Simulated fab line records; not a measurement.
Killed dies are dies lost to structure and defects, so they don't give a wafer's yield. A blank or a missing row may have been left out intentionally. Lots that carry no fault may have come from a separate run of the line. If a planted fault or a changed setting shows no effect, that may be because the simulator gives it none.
fab line records    flow nand_harc
record: lots: 11  wafers: 33  last_day: 25
route steps=1159 shown P_M1@299 P_M2@318 END@1159
lots that met no fault: taken from a fault-free run of the same line
start_h: the number of hours between the record's first day and the start of the first shown wafer of the lot    wait_h: time in hours since the lot's previous step    " as in the row above    L1.1+2: a single row standing in for several wafers    - no value, or no start given    * or withheld: withheld    < > ~ a bound
route shown NAME@n: names a module that has steps shown in the file, with the first one's number in the route    usual: mean/standard deviation of fault-free wafers    same: alike in all rows    chamber/n: place in a boat    sites: readings site by site    _std_site: standard deviation across them    _edge_site: the outer-site mean with the inner-site mean subtracted    radius_mm: how far each site lies from the wafer's centre    mask NAME#n: copy n    behind: the tool/chamber that last shaped the wafer    hold: what put the lot on hold/how long, in hours/how the hold closed    device: the n, p or np transistor that did not switch    end of line: at the end of the route, the tests of the same wafers    step lacking rows: just its recipe    killed: dies that structure and defects cost at the first sort, which is not the same as the wafer's yield    map: the dies of a wafer, with x for killed, . for not killed, _ for no die there
set.NAME: the setting as run; set.NAME@STEP: as run at that earlier step    model.NAME: the simulator's own value behind a step, which no gauge read
route steps across a sampled set of lots; one table per step, one row per wafer
services: when a tool's chamber went out of use (start_h, in hours from the record's first day, below 0 if earlier), for how many hours, and the reason
== steps ==
step: NHARC_P_M1_ETCH_35
recipe: target_depth_a: 400  overetch_a: 120  time_s: 43.94  ion_energy_ev: 200  n2_flow_sccm: 150  h2_flow_sccm: 150  ar_flow_sccm: 0  rf_w: 400  bias_w: 150  chemistry: N2/H2
usual: drypump_motor_current_A: 5.8/0.41  h2_flow_sccm: 150.0/0.43  mfc_ar_sccm: 0.006/0.0091  n2_flow_sccm: 150.0/0.43  oes_product_au: 1.001/0.013  rf_vpp_V: 430.1/2.5  showerhead_plenum_p_Torr: 2.02/0.091  throttle_valve_pct: 14.171/0.0097
lot.wafer  tool         chamber  start_h  wait_h  drypump_motor_current_A  h2_flow_sccm  mfc_ar_sccm  n2_flow_sccm  oes_product_au  rf_hours_counter_h  rf_vpp_V  showerhead_plenum_p_Torr  throttle_valve_pct
L569.2     rie_diel-07  2        137.96   0.1     6.1                      149.0         0.010        149.6         0.998           6                   431.1     2.06                      14.174
L569.4     "            1        "        "       5.9                      150.3         0.016        149.7         0.993           4                   427.8     1.96                      14.164
L569.6     "            2        "        "       6.1                      149.9         0.010        148.7         0.991           -                   431.4     2.06                      14.166
L571.1     rie_diel-07  3        155.05   0.1     6.3                      149.7         0.010        150.3         1.005           7                   428.1     1.90                      14.163
L571.3     "            1        "        "       6.0                      149.3         0.016        149.8         1.003           7                   426.9     1.96                      14.179
L571.6     "            3        "        "       6.3                      149.6         0.010        150.3         1.003           -                   426.5     1.90                      14.179
L573.4     rie_diel-08  2        160.09   0.1     5.4                      150.3         0            150.0         1.012           1                   428.9     1.92                      14.166
L573.2     "            3        "        "       5.1                      149.8         0            150.0         1.018           1                   431.0     2.04                      14.167
L573.5     "            1        "        "       6.8                      149.5         0            150.1         0.996           -                   429.8     2.01                      14.169
L574.3     rie_diel-07  1        172.75   0.1     6.0                      149.9         0.016        149.6         1.010           8                   429.3     1.96                      14.173
L574.4     "            3        "        "       6.3                      150.0         0.010        149.6         1.008           8                   426.9     1.90                      14.183
L574.1     "            0        "        "       5.6                      150.0         0            149.9         1.009           8                   431.6     2.04                      14.147
L576.1     rie_diel-07  2        177.96   0.1     6.1                      150.1         0.010        150.0         0.993           10                  432.1     2.06                      14.148
L576.2     "            0        "        "       5.6                      149.8         0            149.5         1.005           9                   430.8     2.04                      14.172
L576.6     "            1        "        "       5.9                      149.8         0.016        149.8         1.007           -                   429.9     1.96                      14.169
L575.2     rie_diel-11  2        180.66   0.1     5.5                      149.8         0.004        150.0         1.024           11                  427.6     1.93                      14.173
L575.3     "            3        "        "       5.5                      149.6         0.006        150.2         1.013           11                  434.2     2.15                      14.171
L575.4     "            1        "        "       5.8                      149.8         0            150.4         1.007           11                  432.6     2.09                      14.179
L577.1     rie_diel-08  3        183.14   0.1     5.2                      149.8         0            150.0         1.006           1                   431.3     2.04                      14.170
L577.5     "            3        "        "       5.2                      149.4         0            150.1         1.015           -                   430.5     2.04                      14.181
L577.6     "            0        "        "       6.2                      149.4         0.032        151.0         0.983           -                   433.2     2.20                      14.173
L583.1     rie_diel-11  1        222.21   0.1     5.9                      150.1         0            149.3         0.993           2                   430.9     2.09                      14.164
L583.3     "            2        "        "       5.5                      150.1         0.004        149.2         1.022           2                   426.7     1.93                      14.176
L583.5     "            2        "        "       5.5                      149.6         0.004        149.4         1.008           -                   427.2     1.93                      14.164
L586.1     rie_diel-07  0        244.84   0.1     5.6                      150.5         0            149.9         0.975           1                   431.7     2.04                      14.158
L586.3     "            2        "        "       6.1                      150.5         0.010        149.8         1.011           1                   431.6     2.06                      14.181
L586.5     "            0        "        "       5.6                      150.3         0            149.8         0.970           -                   430.9     2.04                      14.172
L588.1     rie_diel-08  1        248.57   0.1     6.8                      149.6         0            148.7         0.974           3                   428.3     2.01                      14.182
L588.6     "            2        "        "       5.4                      149.5         0            150.1         1.022           -                   427.5     1.92                      14.169
L588.5     "            3        "        "       5.2                      150.4         0            150.6         1.012           -                   429.5     2.04                      14.182
L587.1     rie_diel-11  2        248.84   0.1     5.5                      149.9         0.004        150.5         1.012           3                   426.4     1.93                      14.190
L587.4     "            3        "        "       5.6                      150.4         0.006        149.4         1.003           2                   433.0     2.15                      14.167
L587.6     "            0        "        "       5.8                      149.8         0            149.7         1.011           -                   428.5     1.97                      14.165
step: NHARC_P_M2_DEP_00
recipe: target_thk_a: 1825  target_thk_nm: 182.5  temp_c: withheld  pressure_torr: 5  flow_sccm: 200  rf_w: 600  material: SiOC
lot.wafer   tool      chamber  start_h  wait_h
L569.2+6+4  pecvd-04  2,1,0    141.06   -
L571.1+3+6  pecvd-04  2,0,0    158.78   -
L573.2+5+4  pecvd-04  1,0,1    163.21   -
L574.1+4+3  pecvd-02  0,2,0    176.08   0.5
L574.1+4+3  pecvd-02  0,2,0    176.79   0.6
L576.2+1+6  pecvd-01  0,1,2    181.04   -
L576.2+1+6  pecvd-01  0,1,2    181.64   -
L575.3+2+4  pecvd-01  2,0,2    183.82   -
L577.1+5+6  pecvd-01  2,2,0    186.25   -
L583.3+1+5  pecvd-01  1,0,0    225.27   -
L586.1+3+5  pecvd-02  0,1,2    248.05   -
L588.1+6+5  pecvd-02  1,0,1    251.69   -
L587.1+6+4  pecvd-02  0,0,1    251.89   -
step: NHARC_P_M2_CD_MEAS_09
recipe: target_cd_nm: 170  landing_energy_ev: 500
usual: cd_nm: 169.9/0.71
lot.wafer  tool       chamber  start_h  wait_h  cd_nm
L569.2     cd_sem-02  0        141.75   -       168.6
L569.4     "          0        "        "       169.7
L569.6     "          0        "        "       171.4
L571.1     cd_sem-02  0        159.45   -       169.2
L571.3     "          0        "        "       169.0
L571.6     "          0        "        "       169.2
L573.2     cd_sem-03  0        164.00   -       168.9
L573.4     "          0        "        "       170.5
L573.5     "          0        "        "       170.5
L574.1     cd_sem-02  0        177.70   -       170.4
L574.3     "          0        "        "       169.0
L574.4     "          0        "        "       170.6
L576.1     cd_sem-01  0        182.44   -       169.8
L576.2     "          0        "        "       170.0
L576.6     "          0        "        "       169.6
L575.2     cd_sem-02  0        184.60   -       170.8
L575.3     "          0        "        "       170.5
L575.4     "          0        "        "       171.1
L577.1     cd_sem-03  0        187.04   -       169.7
L577.5     "          0        "        "       169.6
L577.6     "          0        "        "       169.3
L583.1     cd_sem-03  0        225.98   -       171.1
L583.3     "          0        "        "       170.2
L583.5     "          0        "        "       169.8
L586.1     cd_sem-03  0        248.85   -       169.4
L586.3     "          0        "        "       169.5
L586.5     "          0        "        "       169.9
L588.1     cd_sem-03  0        252.43   -       169.4
L588.5     "          0        "        "       168.8
L588.6     "          0        "        "       169.1
L587.1     cd_sem-02  0        252.75   -       171.5
L587.4     "          0        "        "       170.2
L587.6     "          0        "        "       169.8
step: NHARC_P_M2_DESCUM_14
recipe: time_s: 3  o2_flow_sccm: 200  ar_flow_sccm: 0  bias_power_w: 0  chemistry: O2
usual: drypump_motor_current_A: 6.0/0.38  mfc_ar_sccm: 0.014/0.013  o2_flow_sccm: 199.9/0.71  oes_product_au: 1.002/0.012  rf_vpp_V: 57.7/0.85  showerhead_plenum_p_Torr: 1.89/0.096  throttle_valve_pct: 11.311/0.0088
lot.wafer  tool         chamber  start_h  wait_h  drypump_motor_current_A  mfc_ar_sccm  o2_flow_sccm  oes_product_au  rf_hours_counter_h  rf_vpp_V  showerhead_plenum_p_Torr  throttle_valve_pct
L569.2     rie_diel-05  1        141.93   0.1     6.0                      0.022        200.1         0.988           5                   57.5      1.96                      11.318
L569.4     "            0        "        "       5.6                      0.027        200.5         0.995           5                   57.0      1.80                      11.311
L569.6     "            2        "        "       6.2                      0            199.7         0.999           -                   57.9      1.80                      11.318
L571.3     rie_diel-06  0        159.65   0.1     5.4                      0.041        198.8         0.988           16                  58.3      1.84                      11.310
L571.1     "            2        "        "       5.6                      0.038        199.3         0.995           17                  58.7      2.02                      11.298
L571.6     "            3        "        "       6.1                      0            200.5         1.009           -                   57.5      1.78                      11.310
L573.4     rie_diel-06  1        164.20   0.1     5.8                      0.001        200.4         1.012           18                  59.2      1.92                      11.311
L573.2     "            2        "        "       5.6                      0.038        199.8         0.993           18                  57.5      2.02                      11.323
L573.5     "            3        "        "       6.0                      0            200.0         1.012           -                   56.9      1.78                      11.304
L574.4     rie_diel-05  2        177.88   0.1     6.2                      0            199.9         1.001           0                   57.8      1.80                      11.328
L574.1     "            3        "        "       6.6                      0.010        200.8         1.021           0                   58.6      2.03                      11.311
L574.3     "            0        "        "       5.6                      0.027        199.7         0.992           0                   56.3      1.80                      11.314
L576.2     rie_diel-05  3        182.65   0.1     6.6                      0.010        199.8         1.025           0                   57.9      2.03                      11.311
L576.1     "            0        "        "       5.5                      0.027        199.4         0.996           0                   56.6      1.80                      11.308
L576.6     "            2        "        "       6.2                      0            200.2         1.008           -                   56.6      1.80                      11.327
L575.2     rie_diel-05  2        184.79   0.1     6.2                      0            199.2         1.003           0                   57.0      1.80                      11.326
L575.3     "            3        "        "       6.6                      0.010        200.0         1.016           0                   55.0      2.03                      11.293
L575.4     "            1        "        "       6.1                      0.022        199.6         1.005           1                   57.8      1.96                      11.310
L577.1     rie_diel-06  2        187.29   0.1     5.6                      0.038        199.4         0.984           22                  59.2      2.02                      11.304
L577.5     "            3        "        "       6.1                      0            200.1         1.010           -                   57.5      1.78                      11.312
L577.6     "            0        "        "       5.4                      0.041        200.1         0.983           -                   57.4      1.83                      11.304
L583.3     rie_diel-05  3        226.18   0.1     6.7                      0.010        200.0         1.019           2                   58.6      2.03                      11.311
L583.1     "            1        "        "       6.1                      0.022        200.0         1.009           2                   57.6      1.96                      11.301
L583.5     "            3        "        "       6.6                      0.010        199.4         1.005           -                   58.6      2.03                      11.314
L586.1     rie_diel-05  2        249.05   0.1     6.2                      0            200.5         1.030           3                   58.0      1.80                      11.303
L586.3     "            3        "        "       6.6                      0.010        199.2         1.022           3                   57.7      2.03                      11.301
L586.5     "            0        "        "       5.5                      0.027        200.4         0.998           -                   57.0      1.80                      11.308
L588.1     rie_diel-05  0        252.64   0.1     5.6                      0.027        199.4         0.999           3                   57.2      1.80                      11.322
L588.6     "            3        "        "       6.6                      0.010        199.4         1.016           -                   57.3      2.03                      11.313
L588.5     "            0        "        "       5.5                      0.027        199.2         0.992           -                   56.0      1.80                      11.315
L587.1     rie_diel-05  3        252.93   0.1     6.6                      0.010        200.4         1.011           3                   58.5      2.03                      11.322
L587.4     "            2        "        "       6.2                      0            200.0         1.022           3                   57.6      1.80                      11.314
L587.6     "            0        "        "       5.5                      0.027        200.2         0.993           -                   58.0      1.80                      11.304
step: NHARC_END_SORT_01
recipe: temp_c: 25
usual: defect_limited_yield: 95.8/1.3  killed_at_array: 24/8.7  killed_at_other: 0.8/1.2  killed_at_periphery: 3.6/2.3  killed_dies: 28/8.9  killed_open: 3.2/1.9  killed_short: 2.0/1.6  sort_bin_2_pct: 1.3/0.57  sort_bin_3_pct: 0.22/0.19  sort_bin_4_pct: 2.7/0.89  sort_n_pass: 649/8.9  sort_rim_yield_pct: 95/3.1  sort_yield_pct: 95.8/1.3
same: gross_dies: 677  sort_bin_5_pct[%]: 0  sort_bin_6_pct[%]: 0  sort_bin_7_pct[%]: 0  sort_bin_8_pct[%]: 0  sort_rim_n_gross: 106.00
lot.wafer  tool       chamber  start_h  wait_h  defect_limited_yield[%]  killed_at_array  killed_at_other  killed_at_periphery  killed_dies  killed_open  killed_short  sort_bin_2_pct[%]  sort_bin_3_pct[%]  sort_bin_4_pct[%]  sort_n_pass  sort_rim_yield_pct[%]  sort_yield_pct[%]
L576.1     prober-01  0        496.70   2.5     0                        32               0                645                  677          3            0             96.2               0.59               3.2                0            0                      0
L576.2     prober-01  0        497.50   2.8     0                        28               0                649                  677          4            2             96.6               0.89               2.5                0            0                      0
L576.6     prober-01  0        500.69   4.0     0                        39               0                638                  677          1            0             95.6               0.30               4.1                0            0                      0
L574.1     prober-02  0        496.76   2.5     0                        30               0                647                  677          2            2             96.0               0.44               3.5                0            0                      0
L574.3     prober-02  0        498.38   3.1     0                        22               1                654                  677          2            2             97.5               0.44               2.1                0            0                      0
L574.4     prober-02  0        499.19   3.4     0                        24               2                651                  677          7            3             96.8               0.15               3.1                0            0                      0
L577.1     prober-01  0        526.03   2.5     96.3                     19               0                6                    25           3            1             1.2                0.30               2.2                652          96                     96.3
L577.5     prober-01  0        529.20   3.7     96.5                     19               1                4                    24           7            1             1.0                0.44               2.1                653          91                     96.5
L577.6     prober-01  0        529.99   4.0     97.0                     17               0                3                    20           0            0             0.3                0.15               2.5                657          97                     97.0
L586.1     prober-02  0        569.59   2.5     96.0                     25               0                2                    27           5            1             1.6                0.30               2.1                650          92                     96.0
L586.3     prober-02  0        571.19   3.1     94.7                     33               0                3                    36           3            3             1.2                0.44               3.7                641          98                     94.7
L586.5     prober-02  0        572.80   3.7     93.8                     39               0                3                    42           5            1             2.8                0.44               3.0                635          100                    93.8
killed by level:class
L576.1 P_M2:area_dep=641 A_CHANNEL_HOLE_D1:chamber_film_flake=18 A_SLIT:chamber_film_flake=8 P_BONDPAD:chamber_film_flake=4 A_STAIRCASE:chamber_film_flake=2 A_CHANNEL_HOLE_D1:geometric_particle:open=1 A_CHANNEL_FILL_D1:geometric_particle:open=1 A_M0:geometric_particle:open=1
L574.1 P_M2:area_dep=639 A_SLIT:chamber_film_flake=15 A_STAIRCASE:chamber_film_flake=4 A_WL_FILL:chamber_film_flake=3 A_CONTACT:chamber_film_flake=3 A_CONTACT:geometric_particle:short=2 P_ZERO_WELL:chamber_film_flake=2 P_STI:chamber_film_flake=2
L576.2 P_M2:area_dep=644 A_CHANNEL_HOLE_D1:chamber_film_flake=12 A_SLIT:chamber_film_flake=10 P_M2:chamber_film_flake=2 P_GATE:geometric_particle:open=1 P_CONTACT:geometric_particle:open=1 A_WL_FILL:geometric_particle:short=1 A_CONTACT:geometric_particle:short=1
L574.3 P_M2:area_dep=649 A_SLIT:chamber_film_flake=7 A_WL_FILL:chamber_film_flake=4 P_M2:chamber_film_flake=3 A_CHANNEL_HOLE_D1:chamber_film_flake=3 P_ZERO_WELL:chamber_film_flake=2 A_STAIRCASE:chamber_film_flake=2 A_CONTACT:chamber_film_flake=2
L574.4 P_M2:area_dep=642 A_SLIT:chamber_film_flake=13 P_ZERO_WELL:chamber_film_flake=3 P_M0:geometric_particle:open=2 P_M2:chamber_film_flake=2 A_CONTACT:chamber_film_flake=2 P_CONTACT:geometric_particle:open=1 A_ONON_D1:geometric_particle:short=1
L576.6 P_M2:area_dep=633 A_CHANNEL_HOLE_D1:chamber_film_flake=16 A_SLIT:chamber_film_flake=12 A_STAIRCASE:chamber_film_flake=6 P_BONDPAD:chamber_film_flake=3 A_CONTACT:chamber_film_flake=3 A_WL_FILL:chamber_film_flake=2 P_GATE:geometric_particle:open=1
L577.1 A_CHANNEL_HOLE_D1:chamber_film_flake=12 A_CONTACT:chamber_film_flake=3 P_BONDPAD:chamber_film_flake=2 A_STAIRCASE:chamber_film_flake=2 P_CONTACT:geometric_particle:open=1 P_M0:geometric_particle:short=1 A_CONTACT:geometric_particle:open=1 A_M0:geometric_particle:open=1
L577.5 A_CHANNEL_HOLE_D1:chamber_film_flake=9 A_STAIRCASE:chamber_film_flake=6 P_M0:geometric_particle:open=3 A_CONTACT:geometric_particle:open=2 A_M0:geometric_particle:open=1 A_M1:geometric_particle:short=1 STARTING-WAFER:geometric_particle:open=1 P_GATE:chamber_film_flake=1
L577.6 A_CHANNEL_HOLE_D1:chamber_film_flake=11 A_STAIRCASE:chamber_film_flake=4 P_STI:chamber_film_flake=3 A_CONTACT:chamber_film_flake=2
L586.1 A_SLIT:chamber_film_flake=14 A_M1:geometric_particle:open=2 A_STAIRCASE:chamber_film_flake=2 A_CONTACT:chamber_film_flake=2 P_M0:geometric_particle:open=1 A_WL_FILL:geometric_particle:short=1 A_BLC:geometric_particle:open=1 A_M0:geometric_particle:open=1
L586.3 A_SLIT:chamber_film_flake=19 A_CHANNEL_HOLE_D1:chamber_film_flake=4 A_CHANNEL_FILL_D1:chamber_film_flake=2 A_CONTACT:chamber_film_flake=2 P_M0:geometric_particle:short=1 P_M0:geometric_particle:open=1 A_SOURCE_PLATE:geometric_particle:open=1 A_CHANNEL_HOLE_D1:geometric_particle:short=1
L586.5 A_SLIT:chamber_film_flake=21 A_STAIRCASE:chamber_film_flake=4 A_CONTACT:chamber_film_flake=4 A_CHANNEL_HOLE_D1:chamber_film_flake=3 A_WL_FILL:geometric_particle:open=2 P_BONDPAD:geometric_particle:open=1 A_ONON_D1:geometric_particle:short=1 A_ONON_D1:geometric_particle:open=1
== services ==
tool         chamber  start_h  hours  kind
rie_diel-05  0        118.11   -      clean
rie_diel-05  1        118.11   -      clean
rie_diel-05  2        118.11   -      clean
rie_diel-05  3        118.11   -      clean
rie_diel-07  2        123.05   2.3    repair
rie_diel-08  -        124.85   9.0    pm
rie_diel-05  0        142.65   -      clean
rie_diel-05  1        142.65   -      clean
rie_diel-05  2        142.65   -      clean
rie_diel-05  3        142.65   -      clean
pecvd-02     -        153.11   13.0   pm
rie_diel-05  -        163.60   9.0    pm
pecvd-02     1        169.26   6.8    repair
rie_diel-07  0        179.41   14.2   repair
rie_diel-11  -        189.50   9.0    pm
pecvd-04     -        195.36   13.0   pm
rie_diel-11  -        203.96   0.5    repair
rie_diel-11  3        208.09   6.0    repair
rie_diel-06  0        215.89   4.2    repair
rie_diel-06  3        216.89   5.0    repair
rie_diel-07  -        228.20   9.0    pm
pecvd-01     -        237.32   13.0   pm
rie_diel-06  -        241.20   9.0    pm
pecvd-02     -        248.97   0.4    repair
== key ==
first_sign: step: NHARC_P_M2_DEP_00  reading: visit  direction: added
effect: step: NHARC_END_SORT_01  reading: killed_at_periphery  direction: up  sigmas: 99+  usual: 3.6  struck: 647.3
more_kills_born_at: NHARC_P_M2_DEP_00@pecvd-02: 1930  NHARC_P_M2_DEP_00@pecvd-01: 1918
met_at NHARC_P_M2_DEP_00
struck_lots L574,L576
later_rows_left_out L574.1,L574.3,L574.4,L576.1,L576.2,L576.6
not_acting_at NHARC_P_M1_ETCH_35,NHARC_P_M2_CD_MEAS_09,NHARC_P_M2_DESCUM_14
fault: kind: repeated_step_whole  tool: pecvd-01,pecvd-02,pecvd-04  chamber: -  onset_h: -  steps: NHARC_P_M2_DEP_00  times: 1  scope: struck_lots_only
later_rows_left_out: the simulator's readings of these wafers behind a module that went badly wrong aren't trusted and aren't shown, but for the sort
